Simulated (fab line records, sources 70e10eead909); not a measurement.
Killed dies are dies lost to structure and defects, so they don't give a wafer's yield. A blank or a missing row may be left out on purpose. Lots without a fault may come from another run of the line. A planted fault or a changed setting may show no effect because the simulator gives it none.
Chamber matching | flow nand_harc | NHARC_P_GATE_STRIP_67 on wet_bench-04: 6 sister chambers
The step strips in SPM, time 600 s. 11 wafers are shown with their chamber, then 6 later ones without.

WAFERS WITH THEIR CHAMBER
wafer  | chamber | run_length_s (s)
L234.2 | 7       | 603.2
L235.4 | 1       | 602.7
L235.5 | 2       | 602.9
L237.3 | 3       | 602.1
L237.5 | 2       | 602.6
L237.6 | 7       | 603.2
L239.4 | 6       | 602.9
L239.5 | 0       | 602.0
L239.6 | 1       | 603.9
L243.1 | 3       | 602.3
L243.3 | 0       | 602.3

WAFERS WITHOUT THEIR CHAMBER
wafer  | run_length_s (s)
L243.6 | 602.8
L251.1 | 603.0
L251.2 | 603.4
L251.4 | 601.6
L254.1 | 604.2
L254.4 | 602.8

WHICH CHAMBER EACH WENT THROUGH
wafer  | from the rows above                         | in truth
L243.6 | can't be placed: 2 or 6 or 7 or 1 or 3 or 0 | 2
L251.1 | can't be placed: 6 or 7 or 2 or 1 or 3 or 0 | 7
L251.2 | can't be placed: 1 or 7 or 6 or 2           | 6
L251.4 | can't be placed: 0 or 3 or 2 or 6           | 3
L254.1 | can't be placed: 1 or 7 or 6 or 2           | 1
L254.4 | can't be placed: 2 or 6 or 7 or 1 or 3 or 0 | 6
Placed correctly: 0 of 6. Can't be placed from these rows: 6 (the true chamber is among the candidates in 6). Placed wrongly: 0.
How it was worked out, from the rows above alone: a wafer's distance from a chamber is the root of the sum, over the readings, of the square of ((its reading less the chamber's mean) divided by the reading's scatter). The wafer belongs to the nearest chamber; if the next one is less than 2 further off, it can't be placed. A chamber's mean is the mean of its shown wafers. The scatter: the root of (the sum of the squares of (reading less its chamber's mean) over the shown wafers, divided by (wafers less chambers)).
